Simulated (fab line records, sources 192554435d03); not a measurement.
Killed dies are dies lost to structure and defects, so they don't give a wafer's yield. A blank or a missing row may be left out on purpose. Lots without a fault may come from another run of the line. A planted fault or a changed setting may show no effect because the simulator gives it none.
Which tool did it? | flow n5_finfet | 11 lots, 27 wafers sampled, at 6 steps of a route of 1938

WHAT THE GAUGES READ, wafer by wafer
N5_BEOL_M4_RC_MEAS_101.
lot  | measured     | on        | DIBL_N (mV/V)
L253 | day 8 10:25  | prober-02 | 38.3 35.3 35.2
L255 | day 8 13:13  | prober-02 | 33.3 36.9 33.6
L254 | day 8 23:31  | prober-01 | 35.7 37.6
L256 | day 9 03:50  | prober-01 | 37.2 39.2 38.7
L261 | day 10 18:18 | prober-01 | 33.9 37.4
L262 | day 10 22:55 | prober-02 | 34.5 36.6 36.0
L265 | day 12 11:16 | prober-02 | 38.2 39.7 39.1
L268 | day 12 20:16 | prober-02 | 35.0 32.9
L271 | day 13 20:16 | prober-02 | 34.5 34.3
L275 | day 14 01:16 | prober-02 | 34.2 36.9
L272 | day 14 06:56 | prober-02 | 35.6 33.9

WHICH TOOL RAN EACH LOT (tool, then ch and the chambers of the sampled wafers, then the start)
lot  | N5_BEOL_M4_PECVD_72             | N5_BEOL_M4_SPUTTER_90        | N5_BEOL_M4_ANNEAL_51             | N5_BEOL_M4_CMP_52             | N5_BEOL_M4_PRE_CLEAN_60
L253 | pecvd-01 ch 1,2, day 7 21:02    | pvd_sputter-01, day 8 08:39  | rtp_anneal-02 ch 0, day 8 09:30  | cmp-01 ch 0,1,3, day 8 09:48  | cvd_co-01 ch 0,1,2, day 8 10:08
L255 | pecvd-01 ch 0,2, day 8 00:46    | pvd_sputter-01, day 8 11:19  | rtp_anneal-02 ch 0, day 8 12:13  | cmp-03 ch 1,2, day 8 12:30    | cvd_co-01 ch 0,2, day 8 12:47
L254 | pecvd-04 ch 0,1, day 8 10:26    | pvd_sputter-03, day 8 21:36  | rtp_anneal-02 ch 0, day 8 22:30  | cmp-02 ch 0,3, day 8 22:45    | cvd_co-02 ch 0,2, day 8 23:05
L256 | pecvd-04 ch 0,2, day 8 15:14    | pvd_sputter-02, day 9 01:54  | rtp_anneal-02 ch 0, day 9 02:51  | cmp-01 ch 0,2,3, day 9 03:11  | cvd_co-01 ch 0,1, day 9 03:33
L261 | pecvd-01 ch 0,1, day 10 03:56   | pvd_sputter-01, day 10 15:57 | rtp_anneal-02 ch 0, day 10 16:56 | cmp-01 ch 1,2, day 10 17:14   | cvd_co-02 ch 1,2, day 10 17:26
L262 | pecvd-04 ch 0,2, day 10 05:02   | pvd_sputter-03, day 10 21:00 | rtp_anneal-01 ch 0, day 10 21:54 | cmp-02 ch 0,2,3, day 10 22:09 | cvd_co-01 ch 1,2, day 10 22:29
L265 | pecvd-01 ch 0,1,2, day 11 19:35 | pvd_sputter-03, day 12 09:08 | rtp_anneal-01 ch 0, day 12 10:14 | cmp-03 ch 0,2,3, day 12 10:32 | cvd_co-02 ch 0,1, day 12 10:50
L268 | pecvd-04 ch 0, day 12 00:07     | pvd_sputter-02, day 12 18:04 | rtp_anneal-01 ch 0, day 12 19:01 | cmp-02 ch 3, day 12 19:13     | cvd_co-02 ch 1, day 12 19:41
L271 | pecvd-01 ch 2, day 13 03:58     | pvd_sputter-03, day 13 18:13 | rtp_anneal-01 ch 0, day 13 19:04 | cmp-02 ch 0,3, day 13 19:40   | cvd_co-02 ch 2, day 13 19:58
L275 | pecvd-03 ch 1, day 13 07:31     | pvd_sputter-03, day 13 23:20 | rtp_anneal-02 ch 0, day 14 00:14 | cmp-03 ch 0,3, day 14 00:34   | cvd_co-01 ch 0,1, day 14 00:50
L272 | pecvd-01 ch 1,2, day 13 12:00   | pvd_sputter-02, day 14 03:41 | rtp_anneal-01 ch 0, day 14 05:36 | cmp-02 ch 3, day 14 06:02     | cvd_co-01 ch 1,2, day 14 06:19
- N5_BEOL_M4_PECVD_72: deposits SiO2 from TEOS/O2, target thk 16 nm, time 18 s.
- N5_BEOL_M4_SPUTTER_90: material Cu, target thk 4.5 nm, time 8.29 s.
- N5_BEOL_M4_ANNEAL_51: time 90 s.
- N5_BEOL_M4_CMP_52: polishes, stops on SiOC, t overpolish 6.8 s, target thk 40 nm.
- N5_BEOL_M4_PRE_CLEAN_60: time 15 s.

THE ANSWER, worked out from the rows above alone
Rule: what is usual is taken from the lots themselves. Put in order of their means at a reading, lots are off if they are a third of the lots or fewer, leave a main group of 4 or more, and stand apart from it by a gap of 3 or more times the standard deviation of the main group's means; of several such gaps the widest counts. A main group whose means are all the same, to the digits that the tables above print for the reading, isn't used. A lot without any number at a reading at which 4 lots or more have one is off too. The other lots that the step has rows for count as sound.
No lot is off at any reading shown: from this, nothing can be told.

WHAT THE SIMULATOR HAD PUT IN
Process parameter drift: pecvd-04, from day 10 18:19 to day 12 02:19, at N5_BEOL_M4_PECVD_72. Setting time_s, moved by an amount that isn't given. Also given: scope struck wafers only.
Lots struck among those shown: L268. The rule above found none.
